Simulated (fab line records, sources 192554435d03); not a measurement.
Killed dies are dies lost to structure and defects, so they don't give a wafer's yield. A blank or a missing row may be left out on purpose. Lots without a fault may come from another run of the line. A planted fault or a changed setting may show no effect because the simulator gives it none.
Split-lot experiment | flow n5_finfet | 7 lots, 21 wafers read, on a route of 1938 steps

THE SPLIT
At N5_BEOL_M11_PECVD_70 (deposits SiO2 from TEOS/O2, target thk 20 nm, time 22.7 s), the setting time_s was moved away from the recipe's 22.7 s on 4 of the 21 wafers read, by -7.6% to +10.6%. The other wafers ran this setting at the recipe's value.

The reading is taken at the split's own step.

THE READING
SiO2_of_BEOL_M11_PECVD_70.thk_nm (the simulator's own value, which no gauge read), in nm, at N5_BEOL_M11_PECVD_70 (deposits SiO2 from TEOS/O2, target thk 20 nm, time 22.7 s). The file gives no usual value for it. The 17 wafers here that ran the recipe average 19.9 nm, standard deviation 0.35 nm.

wafer  | tool, chamber at the split | time_s as run, s | against the recipe | SiO2_of_BEOL_M11_PECVD_70.thk_nm, nm | against lot-mates on the recipe
L077.1 | pecvd-01, 2                | 23.74            | +4.6%              | 20.6                                 | +0.7
L077.5 | pecvd-01, 0                | 22.7             | recipe             | 19.6                                 | -
L077.6 | pecvd-01, 1                | 22.7             | recipe             | 20.2                                 | -
L078.4 | pecvd-02, 1,2              | 22.7             | recipe             | 20.4                                 | -
L078.5 | pecvd-02, 1,2              | 22.7             | recipe             | 20.4                                 | -
L078.6 | pecvd-02, 0                | 22.7             | recipe             | 20.2                                 | -
L080.1 | pecvd-01, 0                | 22.7             | recipe             | 19.4                                 | -
L080.5 | pecvd-01, 0                | 22.7             | recipe             | 19.8                                 | -
L080.6 | pecvd-01, 1                | 22.7             | recipe             | 20.4                                 | -
L083.4 | pecvd-04, 2                | 22.7             | recipe             | 20.4                                 | -
L083.5 | pecvd-04, 1                | 20.98            | -7.6%              | 18.4                                 | -1.9
L083.6 | pecvd-04, 2                | 22.7             | recipe             | 20.2                                 | -
L084.2 | pecvd-01, 2                | 22.7             | recipe             | 19.4                                 | -
L084.4 | pecvd-01, 1                | 22.7             | recipe             | 20                                   | -
L084.6 | pecvd-01, 0                | 22.7             | recipe             | 19.8                                 | -
L096.3 | pecvd-04, 1                | 22.7             | recipe             | 19.4                                 | -
L096.5 | pecvd-04, 1,2              | 22.7             | recipe             | 19.8                                 | -
L096.6 | pecvd-04, 1,2              | 22.7             | recipe             | 19.8                                 | -
L097.2 | pecvd-04, 2                | 25.11            | +10.6%             | 22                                   | +2.2
L097.4 | pecvd-04, 2                | 25.11            | +10.6%             | 22.6                                 | +2.8
L097.5 | pecvd-04, 1                | 22.7             | recipe             | 19.8                                 | -
Where a row lists several chambers, the file gives one row for several wafers and doesn't say which wafer went through which chamber.

THE FIT
A straight line over all 21 wafers: SiO2_of_BEOL_M11_PECVD_70.thk_nm changes by +0.213 nm for each +1% of time_s; r = +0.92; the points scatter about the line by 0.36 nm.
The same after taking each lot's own level away (the mean of its wafers on the recipe; 21 wafers): +0.234 nm for each +1%; r = +0.96; scatter 0.27 nm.
On that fit, the largest move of time_s shifts the reading by 2.5 nm.
The lots' own levels span 19.67 to 20.33 nm, that is 1.9 times the standard deviation above.
So the lot-to-lot level changes the slope little: the two slopes agree.
Check: with one of the wafers moved furthest among these (+10.6%) left out of the fit, the line predicts +2.62 nm for it against its lot-mates. It came out at +2.2 nm against them.

OTHER SPLITS ON THESE WAFERS
These wafers also went through other splits before the reading. Each is held against what the fit with the lots' levels taken away leaves over:
other split on the same wafers | wafers away from the commonest value | r with SiO2_of_BEOL_M11_PECVD_70.thk_nm (lot level and that fit taken away)
N5_BEOL_M8_COAT_05 spin_rpm    | 5                                    | +0.07
N5_BEOL_M10_ILD_DEP_00 time_s  | 8                                    | +0.01
N5_BEOL_M11_ILD_DEP_00 time_s  | 4                                    | -0.11

THE FILE'S OWN FIT
SiO2_of_BEOL_M11_PECVD_70.thk_nm changes by +0.231 nm for each +1% of time_s, r = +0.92.
